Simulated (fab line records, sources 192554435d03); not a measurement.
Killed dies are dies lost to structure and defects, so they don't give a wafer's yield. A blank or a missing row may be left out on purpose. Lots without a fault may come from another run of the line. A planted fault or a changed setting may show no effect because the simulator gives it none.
Which tool did it? | flow n5_finfet | 7 lots, 21 wafers sampled, at 8 steps of a route of 1938

WHAT THE GAUGES READ, wafer by wafer
N5_BEOL_M12_OCD_MEAS_35. Usual: trench_depth_nm 317 nm, standard deviation 5.9.
lot  | measured     | on     | trench_depth_nm (nm) | flag
L560 | day 13 16:58 | ocd-01 | 319 308 311          |
L570 | day 15 18:36 | ocd-02 | 311 311 317          |
L571 | day 17 04:08 | ocd-02 | 319 538 533          | OFF
L578 | day 18 07:53 | ocd-01 | 311 316 314          |
L577 | day 18 08:49 | ocd-01 | 322 322 529          | OFF
L579 | day 18 09:17 | ocd-02 | 323 318 312          |
L580 | day 18 18:34 | ocd-02 | 316 312 317          |

N5_BEOL_M12_THK_MEAS_50: measures by xrf. Usual: M12_THK 318 nm, standard deviation 7.1.
lot  | measured     | on            | M12_THK (nm) | flag
L560 | day 13 21:51 | film_metro-02 | 317 306 310  |
L570 | day 15 23:14 | film_metro-02 | 309 310 314  |
L571 | day 17 08:59 | film_metro-02 | 317 537 535  | OFF
L578 | day 18 13:23 | film_metro-02 | 312 317 314  |
L577 | day 18 15:20 | film_metro-02 | 320 325 532  | OFF
L579 | day 18 15:53 | film_metro-01 | 323 318 314  |
L580 | day 19 00:00 | film_metro-01 | 324 318 324  |

N5_BEOL_M12_RS_MEAS_54: measures by four-point-probe. Usual: M12_RS 0.0605 ohm/sq, standard deviation 0.0012.
lot  | measured     | on            | M12_RS (ohm/sq)      | flag
L560 | day 13 21:58 | film_metro-01 | 0.0600 0.0624 0.0618 |
L570 | day 15 23:21 | film_metro-02 | 0.0616 0.0614 0.0604 |
L571 | day 17 09:07 | film_metro-02 | 0.0603 0.0350 0.0353 | OFF
L578 | day 18 13:31 | film_metro-01 | 0.0615 0.0602 0.0610 |
L577 | day 18 15:28 | film_metro-02 | 0.0597 0.0593 0.0355 | OFF
L579 | day 18 16:01 | film_metro-01 | 0.0590 0.0598 0.0608 |
L580 | day 19 00:08 | film_metro-02 | 0.0603 0.0612 0.0604 |

N5_BEOL_M15_RC_MEAS_101. Usual: COMB_M10 1.5e-11 S/m, standard deviation 3.7e-12; COMB_M10_max_site 2.2e-11 S/m, standard deviation 6e-12; COMB_M11 1.4e-11 S/m, standard deviation 3e-12; COMB_M13 5e-12 S/m, standard deviation 1.1e-12; COMB_M14 3.6e-12 S/m, standard deviation 8.2e-13; COMB_M15 2.7e-12 S/m, standard deviation 7.1e-13; COMB_M5 3.9e-11 S/m, standard deviation 8.6e-12; COMB_M6 2.5e-11 S/m, standard deviation 5.7e-12; COMB_M7 2.6e-11 S/m, standard deviation 5.5e-12; COMB_M8 2.6e-11 S/m, standard deviation 5.4e-12; COMB_M9 1.43e-11 S/m, standard deviation 3e-12; SERP_M10 3.11 ohm/um, standard deviation 0.083; SERP_M11 3.07 ohm/um, standard deviation 0.073; SERP_M12 0.643 ohm/um, standard deviation 0.02; SERP_M12_max_site 0.655 ohm/um, standard deviation 0.021; SERP_M13 0.310 ohm/um, standard deviation 0.0051; SERP_M14 0.163 ohm/um, standard deviation 0.0032; SERP_M5 38.7 ohm/um, standard deviation 1.9; SERP_M6 14.0 ohm/um, standard deviation 0.66; SERP_M7 13.8 ohm/um, standard deviation 0.55; SERP_M8 14.3 ohm/um, standard deviation 0.52; SERP_M9 3.05 ohm/um, standard deviation 0.079; SERP_M9_max_site 3.15 ohm/um, standard deviation 0.089.
lot  | measured     | on        | COMB_M10 (S/m)          | COMB_M10_max_site (S/m) | COMB_M11 (S/m)          | COMB_M13 (S/m)          | COMB_M14 (S/m)          | COMB_M15 (S/m)          | COMB_M5 (S/m)           | COMB_M6 (S/m)           | COMB_M7 (S/m)           | COMB_M8 (S/m)           | COMB_M9 (S/m)              | SERP_M10 (ohm/um) | SERP_M11 (ohm/um) | SERP_M12 (ohm/um) | SERP_M12_max_site (ohm/um) | SERP_M13 (ohm/um) | SERP_M14 (ohm/um) | SERP_M5 (ohm/um) | SERP_M6 (ohm/um) | SERP_M7 (ohm/um) | SERP_M8 (ohm/um) | SERP_M9 (ohm/um) | SERP_M9_max_site (ohm/um) | flag
L560 | day 14 13:13 | prober-02 | 2.1e-11 1.4e-11 1.3e-11 | 3.2e-11 1.9e-11 1.8e-11 | 1.3e-11 1.7e-11 1.5e-11 | 4.7e-12 5.6e-12 5e-12   | 4.2e-12 4.2e-12 3e-12   | 2.4e-12 1.8e-12 1.8e-12 | 3.8e-11 4.6e-11 3.2e-11 | 2.4e-11 2e-11 1.8e-11   | 1.8e-11 2.6e-11 2.3e-11 | 2.4e-11 1.8e-11 2.3e-11 | 1.94e-11 1.64e-11 1.94e-11 | 3.28 3.07 2.99    | 3.04 2.98 3.10    | 0.626 0.669 0.672 | 0.636 0.692 0.681          | 0.319 0.309 0.316 | 0.168 0.161 0.166 | 40.2 40.6 40.7   | 16.0 14.9 15.3   | 14.8 13.6 13.0   | 14.4 14.9 14.3   | 2.97 3.16 2.92   | 3.00 3.27 2.98            |
L570 | day 16 17:02 | prober-01 | 1.1e-11 1.2e-11 1.4e-11 | 1.4e-11 1.5e-11 2e-11   | 1.6e-11 1.6e-11 1.4e-11 | 3.9e-12 5.3e-12 4e-12   | 4.1e-12 3e-12 3.4e-12   | 3.4e-12 4.2e-12 3.1e-12 | 3.2e-11 3.7e-11 3.9e-11 | 2.2e-11 2.8e-11 3.9e-11 | 1.7e-11 3.1e-11 2.7e-11 | 2.8e-11 2.1e-11 2.5e-11 | 1.67e-11 1.36e-11 1.72e-11 | 3.23 3.09 3.12    | 3.01 3.06 3.09    | 0.671 0.666 0.640 | 0.678 0.680 0.653          | 0.312 0.313 0.313 | 0.158 0.161 0.160 | 37.3 38.2 35.9   | 14.4 14.3 14.1   | 14.0 13.3 13.5   | 14.7 14.8 14.4   | 3.02 3.00 2.99   | 3.11 3.08 3.06            |
L571 | day 18 05:35 | prober-02 | 1e-11 9e-12 1.1e-11     | 1.9e-11 1.5e-11 1.8e-11 | 1.3e-11 1.3e-11 1.2e-11 | 6.8e-12 5.8e-12 5.4e-12 | 2.6e-12 3.6e-12 2.5e-12 | 1.9e-12 1.9e-12 1.7e-12 | 4.8e-11 5e-11 3.7e-11   | 3e-11 3e-11 2.9e-11     | 2.2e-11 3.2e-11 2.2e-11 | 2.1e-11 2.8e-11 2.9e-11 | 1.19e-11 1.24e-11 1.27e-11 | 3.07 3.30 3.24    | 3.05 3.14 2.97    | 0.636 0.370 0.384 | 0.645 0.382 0.390          | 0.318 0.309 0.317 | 0.160 0.160 0.159 | 37.1 41.0 37.8   | 14.6 14.0 13.8   | 13.6 13.9 14.3   | 15.3 14.5 14.2   | 3.09 3.00 2.99   | 3.17 3.26 3.11            | OFF
L578 | day 19 05:58 | prober-01 | 1.5e-11 1.9e-11 1.7e-11 | 2e-11 2.4e-11 2.2e-11   | 1.3e-11 1.5e-11 1.1e-11 | 7.7e-12 5.3e-12 7.6e-12 | 3.9e-12 3.9e-12 3.7e-12 | 2.9e-12 3.3e-12 3.6e-12 | 3.4e-11 3.5e-11 3.4e-11 | 2.2e-11 2.5e-11 2.6e-11 | 2.2e-11 2.1e-11 2.3e-11 | 3.7e-11 2.6e-11 2.7e-11 | 1.27e-11 1.63e-11 1.69e-11 | 3.17 3.14 3.07    | 3.09 3.05 3.05    | 0.650 0.647 0.644 | 0.659 0.653 0.654          | 0.311 0.305 0.300 | 0.162 0.164 0.164 | 38.2 39.0 36.7   | 13.2 13.4 13.4   | 13.5 14.1 13.9   | 13.8 13.4 13.7   | 3.06 3.03 2.97   | 3.25 3.13 3.07            |
L577 | day 19 08:52 | prober-02 | 1.6e-11 1.9e-11 9e-12   | 1.8e-11 2.9e-11 1.1e-11 | 1.2e-11 1.6e-11 1.1e-11 | 4.6e-12 6.5e-12 7.2e-12 | 3.2e-12 2.3e-12 2.8e-12 | 2.2e-12 1.7e-12 1.9e-12 | 3.6e-11 2.2e-11 3.1e-11 | 3.6e-11 1.9e-11 2.5e-11 | 4.4e-11 2.1e-11 3.6e-11 | 2.1e-11 2.7e-11 2.6e-11 | 1.54e-11 1.13e-11 1.78e-11 | 3.00 3.07 3.16    | 2.98 3.08 3.12    | 0.625 0.630 0.383 | 0.639 0.645 0.387          | 0.310 0.312 0.314 | 0.159 0.164 0.160 | 37.9 38.2 39.6   | 13.6 13.7 13.7   | 13.4 13.7 13.6   | 14.1 13.9 14.5   | 3.10 3.19 3.06   | 3.25 3.25 3.12            | OFF
L579 | day 19 12:50 | prober-02 | 1.9e-11 1.4e-11 1.4e-11 | 2.6e-11 1.6e-11 1.7e-11 | 1.4e-11 1.2e-11 1.7e-11 | 4.1e-12 4.4e-12 3.1e-12 | 3.6e-12 3.7e-12 2.5e-12 | 2.5e-12 2.1e-12 2.1e-12 | 5.9e-11 5.8e-11 4.6e-11 | 1.4e-11 3.7e-11 4.1e-11 | 2.4e-11 3e-11 2.1e-11   | 2.9e-11 4.4e-11 3.3e-11 | 1.25e-11 1.39e-11 1.62e-11 | 3.11 3.23 3.07    | 3.09 3.04 2.97    | 0.617 0.644 0.652 | 0.634 0.653 0.661          | 0.317 0.314 0.314 | 0.160 0.162 0.159 | 36.5 37.0 36.5   | 14.7 14.5 14.8   | 13.9 14.1 14.0   | 14.5 14.4 14.3   | 3.04 2.97 2.96   | 3.15 3.06 3.14            |
L580 | day 19 14:56 | prober-02 | 1.3e-11 1.2e-11 1.6e-11 | 2.2e-11 1.4e-11 1.8e-11 | 1.2e-11 1.5e-11 1.6e-11 | 3.8e-12 5.1e-12 5.1e-12 | 3.8e-12 3.8e-12 2.9e-12 | 2.4e-12 2e-12 3e-12     | 3.6e-11 3.1e-11 2.7e-11 | 2.9e-11 3.6e-11 2.7e-11 | 3.2e-11 3.3e-11 2.9e-11 | 1.6e-11 2.4e-11 2.9e-11 | 2.12e-11 1.34e-11 1.34e-11 | 3.32 3.11 3.20    | 3.15 3.09 3.03    | 0.641 0.654 0.637 | 0.652 0.663 0.650          | 0.314 0.306 0.309 | 0.161 0.164 0.165 | 40.1 42.1 40.7   | 14.5 13.8 15.6   | 14.1 13.7 14.3   | 14.3 14.1 14.8   | 3.10 3.01 3.02   | 3.22 3.09 3.10            |

WHICH TOOL RAN EACH LOT (tool, then ch and the chambers of the sampled wafers, then the start)
lot  | N5_BEOL_M12_ETCH_59                | N5_BEOL_M12_TRENCH_ETCH_34         | N5_BEOL_M12_STRIP_37                 | N5_BEOL_M12_SPUTTER_44
L560 | rie_diel-04 ch 0,1, day 13 15:05   | rie_diel-03 ch 0,1,2, day 13 16:49 | plasma_asher-01 ch 0,1, day 13 17:01 | pvd_sputter-01, day 13 20:43
L570 | rie_diel-01 ch 1,2, day 15 17:13   | rie_diel-03 ch 0,1,2, day 15 18:27 | plasma_asher-01 ch 0,1, day 15 18:38 | pvd_sputter-03, day 15 22:14
L571 | rie_diel-04 ch 2,3, day 17 02:36   | rie_diel-03 ch 0,2, day 17 03:59   | plasma_asher-01 ch 0,1, day 17 04:10 | pvd_sputter-01, day 17 07:52
L578 | rie_diel-03 ch 0,1,2, day 18 06:29 | rie_diel-04 ch 1,2,3, day 18 07:44 | plasma_asher-02 ch 0,1, day 18 07:56 | pvd_sputter-03, day 18 12:27
L577 | rie_diel-01 ch 2,3, day 18 07:18   | rie_diel-03 ch 0,2,3, day 18 08:40 | plasma_asher-02 ch 0,1, day 18 08:52 | pvd_sputter-02, day 18 14:18
L579 | rie_diel-01 ch 0,1, day 18 07:36   | rie_diel-01 ch 0,1,2, day 18 09:07 | plasma_asher-02 ch 0,1, day 18 09:19 | pvd_sputter-03, day 18 14:51
L580 | rie_diel-04 ch 1,2,3, day 18 17:11 | rie_diel-01 ch 0,2, day 18 18:25   | plasma_asher-01 ch 0,1, day 18 18:37 | pvd_sputter-02, day 18 22:59
- N5_BEOL_M12_ETCH_59: etches BARC in N2/H2, target depth 89 nm, overetch 26.7 nm, time 67.9 s.
- N5_BEOL_M12_TRENCH_ETCH_34: etches SiOC in C4F8/O2/Ar, target depth 318.95 nm, time 125.5 s.
- N5_BEOL_M12_STRIP_37: strips in N2/H2.
- N5_BEOL_M12_SPUTTER_44: material Ta, target thk 10 nm, time 16.13 s.

WHAT THE TOOLS THEMSELVES READ (means of the sampled wafers that have a number; where no wafer has one, the mark that the record gives instead)
N5_BEOL_M12_ETCH_59. Usual: drypump_motor_current_A 5.9 A, standard deviation 0.49; oes_product_au 0.69 a.u., standard deviation 0.071; rf_vpp_V 523.8 V, standard deviation 2.9; showerhead_plenum_p_Torr 2.54 Torr, standard deviation 0.11; throttle_valve_pct 17.8 %, standard deviation 0.37.
lot  | tool        | drypump_motor_current_A (A) | oes_product_au (a.u.) | rf_vpp_V (V) | showerhead_plenum_p_Torr (Torr) | throttle_valve_pct (%) | flag
L560 | rie_diel-04 | 6.3                         | 0.68                  | 524.0        | 2.57                            | 17.9                   |
L570 | rie_diel-01 | 6.3                         | 0.64                  | 521.5        | 2.43                            | 18.3                   |
L571 | rie_diel-04 | 5.3                         | 0.75                  | 528.3        | 2.69                            | 17.5                   |
L578 | rie_diel-03 | 5.4                         | 0.69                  | 524.4        | 2.57                            | 17.7                   |
L577 | rie_diel-01 | 6.2                         | 0.66                  | 521.2        | 2.42                            | 17.8                   |
L579 | rie_diel-01 | 6.2                         | 0.76                  | 524.5        | 2.54                            | 17.9                   |
L580 | rie_diel-04 | 5.7                         | 0.72                  | 526.1        | 2.65                            | 17.7                   |

N5_BEOL_M12_TRENCH_ETCH_34. Usual: drypump_motor_current_A 5.9 A, standard deviation 0.48; he_outer_torr 30.00 Torr, standard deviation 0.06; oes_product_au 0.81 a.u., standard deviation 0.087; rf_vpp_V 665 V, standard deviation 3.8; showerhead_plenum_p_Torr 3.41 Torr, standard deviation 0.13; throttle_valve_pct 24.1 %, standard deviation 0.32.
lot  | tool        | drypump_motor_current_A (A) | he_outer_torr (Torr) | oes_product_au (a.u.) | rf_vpp_V (V) | showerhead_plenum_p_Torr (Torr) | throttle_valve_pct (%) | flag
L560 | rie_diel-03 | 5.4                         | 29.98                | 0.85                  | 666          | 3.46                            | 23.9                   |
L570 | rie_diel-03 | 5.4                         | 29.98                | 0.81                  | 666          | 3.45                            | 23.9                   |
L571 | rie_diel-03 | 5.4                         | 30.07                | 0.97                  | 665          | 3.39                            | 24.0                   |
L578 | rie_diel-04 | 5.7                         | 29.97                | 0.84                  | 669          | 3.56                            | 24.0                   |
L577 | rie_diel-03 | 5.8                         | 29.95                | 0.91                  | 667          | 3.44                            | 23.9                   |
L579 | rie_diel-01 | 6.2                         | 29.96                | 0.81                  | 663          | 3.34                            | 24.4                   |
L580 | rie_diel-01 | 6.4                         | 30.00                | 0.85                  | 665          | 3.40                            | 24.4                   |

N5_BEOL_M12_STRIP_37. Usual: drypump_motor_current_A 5.89 A, standard deviation 0.2; heater_power_w 333 W, standard deviation 31; oes_product_au 0.790 a.u., standard deviation 0.011.
lot  | tool            | drypump_motor_current_A (A) | heater_power_w (W) | oes_product_au (a.u.) | flag
L560 | plasma_asher-01 | 5.89                        | 321                | 0.780                 |
L570 | plasma_asher-01 | 5.92                        | 333                | 0.784                 |
L571 | plasma_asher-01 | 5.88                        | 317                | 0.796                 |
L578 | plasma_asher-02 | 5.78                        | 352                | 0.784                 |
L577 | plasma_asher-02 | 5.80                        | 354                | 0.797                 |
L579 | plasma_asher-02 | 5.80                        | 357                | 0.780                 |
L580 | plasma_asher-01 | 5.84                        | 317                | 0.794                 |

N5_BEOL_M12_SPUTTER_44. Usual: throttle_valve_pct 29.8 %, standard deviation 1.1.
lot  | tool           | throttle_valve_pct (%) | flag
L560 | pvd_sputter-01 | 29.6                   |
L570 | pvd_sputter-03 | 29.9                   |
L571 | pvd_sputter-01 | 29.5                   |
L578 | pvd_sputter-03 | 30.3                   |
L577 | pvd_sputter-02 | 30.6                   |
L579 | pvd_sputter-03 | 30.2                   |
L580 | pvd_sputter-02 | 30.0                   |

THE ANSWER, worked out from the rows above alone
Rule: a lot is off if the mean of its wafers that have a number lies more than 3 standard deviations from the usual mean. A lot without any number at a reading at which 4 lots or more have one is off too. The other lots that the step has rows for count as sound. The gauges are gone through in route order, then the tools' own readings, and for those a lot's mean is taken as printed above. The first step at which some lot is off is used, and at that step the reading that is off furthest; a lot without a number counts as furthest.
Off: L571, L577, at N5_BEOL_M12_OCD_MEAS_35 (trench_depth_nm).
A tool fits if, at a process step before that reading, it ran every lot that is off, and no sound lot after the first of them. The gauges at N5_BEOL_M12_OCD_MEAS_35 aren't tried: what is off there is off at N5_BEOL_M12_THK_MEAS_50 too, on other tools, and a gauge's error can't cause that. One fits: rie_diel-03 at N5_BEOL_M12_TRENCH_ETCH_34. Its last sound lot is L570 (day 15 18:27), its first lot that is off L571 (day 17 03:59): a fault that began between those two fits.
The tool's own readings at N5_BEOL_M12_TRENCH_ETCH_34 bear it out: on the lots that are off they differ by more than 5 times the standard deviation of the sound lots' means. oes_product_au reads 0.94 a.u. there against 0.83 a.u. on the sound lots.

WHAT THE SIMULATOR HAD PUT IN
Process parameter drift: rie_diel-03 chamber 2, from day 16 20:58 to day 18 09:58, at N5_BEOL_M12_TRENCH_ETCH_34. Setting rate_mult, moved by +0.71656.
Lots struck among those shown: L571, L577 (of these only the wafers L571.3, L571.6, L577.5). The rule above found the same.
